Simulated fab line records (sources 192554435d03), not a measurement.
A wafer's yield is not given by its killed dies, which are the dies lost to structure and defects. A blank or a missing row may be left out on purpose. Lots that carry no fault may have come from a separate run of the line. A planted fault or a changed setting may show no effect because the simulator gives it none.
2 desks, one fault + flow n5-finfet + what lay behind the numbers comes last; until then each desk has only its own

## TOOL OWNER'S DESK, euv-scanner-02
The tool's own readings at N5_BEOL_M3_EXPOSE_25 (exposes mask V2, defocus 5 nm): means of the sampled wafers that have a number, for each lot that ran on this tool. Any lot whose mean is over 4 standard deviations away from the usual mean is out of limits and marked OUT; that distance is given in the brackets.
Columns: A = exposure-dose-mJ-cm2 at N5_BEOL_M3_EXPOSE_25, usual 62.82
| lot  | first seen here | A               |
|------|-----------------|-----------------|
| L866 | day 7 15:27     | 62.82           |
| L867 | day 7 19:03     | 62.75           |
| L879 | day 11 08:33    | 60.20 (-36) OUT |
| L878 | day 11 10:29    | 60.67 (-29) OUT |
Finding of this desk: L878, L879 out of limits; the first was L879 at day 11 08:33, on exposure-dose-mJ-cm2 at N5_BEOL_M3_EXPOSE_25. L866, L867 stayed within limits.

## AT THE METROLOGY DESK
What the gauges read for every lot (on any tool): the sampled wafers with a number, averaged. Any lot whose mean is over 4 standard deviations away from the usual mean is out of limits and marked OUT; that distance is given in the brackets. Only the readings that lie furthest out on some lot appear, 7 of the 12 it has.
Columns: A = cd-nm at N5_BEOL_M3_CD_MEAS_28, usual 25.63 nm; B = DIBL_N at N5_BEOL_M4_RC_MEAS_101, usual 35.1 mV/V; C = DIBL_P at N5_BEOL_M4_RC_MEAS_101, usual 34.9 mV/V; D = IOFF_P at N5_BEOL_M4_RC_MEAS_101, usual 0.21 nA/um; E = ION_N at N5_BEOL_M4_RC_MEAS_101, usual 671 uA/um; F = SS_P at N5_BEOL_M4_RC_MEAS_101, usual 73.0 mV/dec; G = VT_P at N5_BEOL_M4_RC_MEAS_101, usual -250 mV
| lot  | first seen here | A     | B    | C    | D    | E   | F    | G    |
|------|-----------------|-------|------|------|------|-----|------|------|
| L866 | day 7 14:42     | 25.50 | 32.6 | 32.4 | 0.17 | 659 | 72.3 | -251 |
| L867 | day 7 18:08     | 25.65 | 34.2 | 34.0 | 0.20 | 674 | 72.7 | -249 |
| L871 | day 9 03:20     | 25.40 | 34.6 | 35.3 | 0.21 | 680 | 73.1 | -248 |
| L879 | day 11 05:14    | 24.94 | 36.2 | 35.4 | 0.21 | 670 | 72.9 | -248 |
| L878 | day 11 08:07    | 25.04 | 35.0 | 36.1 | 0.21 | 676 | 73.6 | -249 |
| L882 | day 11 12:50    | 25.68 | 35.4 | 35.1 | 0.18 | 674 | 72.9 | -254 |
| L886 | day 13 10:54    | 25.84 | 35.7 | 36.8 | 0.22 | 677 | 73.5 | -249 |
| L887 | day 13 23:44    | 25.58 | 36.5 | 35.3 | 0.25 | 674 | 73.7 | -245 |
| L888 | day 14 05:05    | 25.81 | 35.0 | 35.7 | 0.22 | 668 | 73.1 | -248 |
Finding of this desk: none of the 9 lots has anything out of limits.

## ALL TOGETHER
The tool owner's desk could have raised an alarm at day 11 08:33, on L878, L879.
The metrology desk saw nothing out of limits.
The metrology desk has L878, L879 on record, within its limits.
N5_BEOL_M3_EXPOSE_25 was run on euv-scanner-02 by each of the lots named.

## WHAT THE SIMULATOR HAD PUT IN
Process parameter drift: euv-scanner-02, from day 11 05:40 on, at N5_BEOL_M3_EXPOSE_25. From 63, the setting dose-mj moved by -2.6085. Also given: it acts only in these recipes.
Struck lots among those shown: L878, L879.
Time in hours from fault onset to the first out-of-limits reading at each desk: the tool owner's desk, 3.
